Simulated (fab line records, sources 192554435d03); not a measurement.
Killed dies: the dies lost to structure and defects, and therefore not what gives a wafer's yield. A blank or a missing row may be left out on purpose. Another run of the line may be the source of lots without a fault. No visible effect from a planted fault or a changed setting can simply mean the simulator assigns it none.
Split-lot study ; flow n5Finfet ; on a route of 1938 steps: 7 lots, 21 wafers read

== ON THE SPLIT ==
At N5_BEOL_M11_TRENCH_ETCH_37 (etches SiCOH lowk in C4F6/O2, target depth 148.83 nm, time 48 s), the setting biasW was moved away from the recipe's 185 W on 8 of the 21 wafers read, by -15.9% to +17.7%. For the rest of the wafers, this setting stayed at what the recipe calls for.

The reading comes from the split's own step.

== THE READING ==
rfVppV, in V, at N5_BEOL_M11_TRENCH_ETCH_37 (etches SiCOH lowk in C4F6/O2, target depth 148.83 nm, time 48 s). On this fab line, fault-free wafers typically give 660 V with a standard deviation of 13 V.

wafer;tool, chamber at the split;biasW as run, W;against the recipe;rfVppV, V;against lot-mates on the recipe
L080.1;rieDiel-05, 2;185;recipe;658;-
L080.2;rieDiel-05, 1;185;recipe;659;-
L080.6;rieDiel-05, 3;195.2;+5.5%;678;+20
L081.2;rieDiel-06, 3;185;recipe;686;-
L081.5;rieDiel-06, 0;185;recipe;647;-
L081.6;rieDiel-06, 1;185;recipe;662;-
L083.1;rieDiel-06, 0;212.8;+15.0%;723;+62
L083.2;rieDiel-06, 2;212.8;+15.0%;728;+67
L083.6;rieDiel-06, 1;185;recipe;661;-
L087.2;rieDiel-02, 3;185;recipe;638;-
L087.5;rieDiel-02, 3;185;recipe;639;-
L087.6;rieDiel-02, 0;185;recipe;647;-
L089.1;rieDiel-02, 2;185;recipe;668;-
L089.3;rieDiel-02, 1;217.7;+17.7%;735;+67
L089.4;rieDiel-02, 3;217.7;+17.7%;726;+58
L092.1;rieDiel-05, 0;185;recipe;678;-
L092.3;rieDiel-05, 2;155.5;-15.9%;572;-96
L092.5;rieDiel-05, 2;185;recipe;657;-
L096.1;rieDiel-06, 2;207.8;+12.3%;726;+64
L096.3;rieDiel-06, 1;185;recipe;662;-
L096.6;rieDiel-06, 1;207.8;+12.3%;725;+63

THE FIT
A straight line over all 21 wafers: rfVppV changes by +4.68 V for each +1% of biasW; r = +0.95; the points scatter about the line by 12 V.
The same after taking each lot's own level away (the mean of its wafers on the recipe; 21 wafers): +4.54 V for each +1%; r = +0.96; scatter 11 V.
Per that fit: largest biasW move, reading shift of 80 V.
Across the lots, their own levels run from 641.3 to 668.0 V, a range of 2.1 times the standard deviation given above.
Consequently the slope shifts little with the lot-to-lot level, the two slopes agreeing.
Check: +80 V against its lot-mates is what the line predicts for one of the wafers moved furthest among these (+17.7%) when that wafer is left out of the fit. Against them it came out at +67 V.
Tool readings at the split's step, against how far the setting was moved: rfVppV r = +0.95.

== ADDITIONAL SPLITS CARRIED BY THESE WAFERS ==
These wafers also went through other splits before the reading. Each is held against what the fit with the lots' levels taken away leaves over:
other split on the same wafers;wafers away from the commonest value;r with rfVppV (lot level and that fit taken away)
N5_BEOL_M8_COAT_22 spinRpm;9;+0.01
N5_BEOL_M9_TRENCH_ETCH_37 sourceW;2;-0.09
N5_BEOL_M10_ETCH_62 timeS;8;+0.25
N5_BEOL_M10_PEB_26 pebTimeS;3;-0.15

== FILE'S OWN FIT ==
rfVppV changes by +4.59 V for each +1% of biasW, r = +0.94.
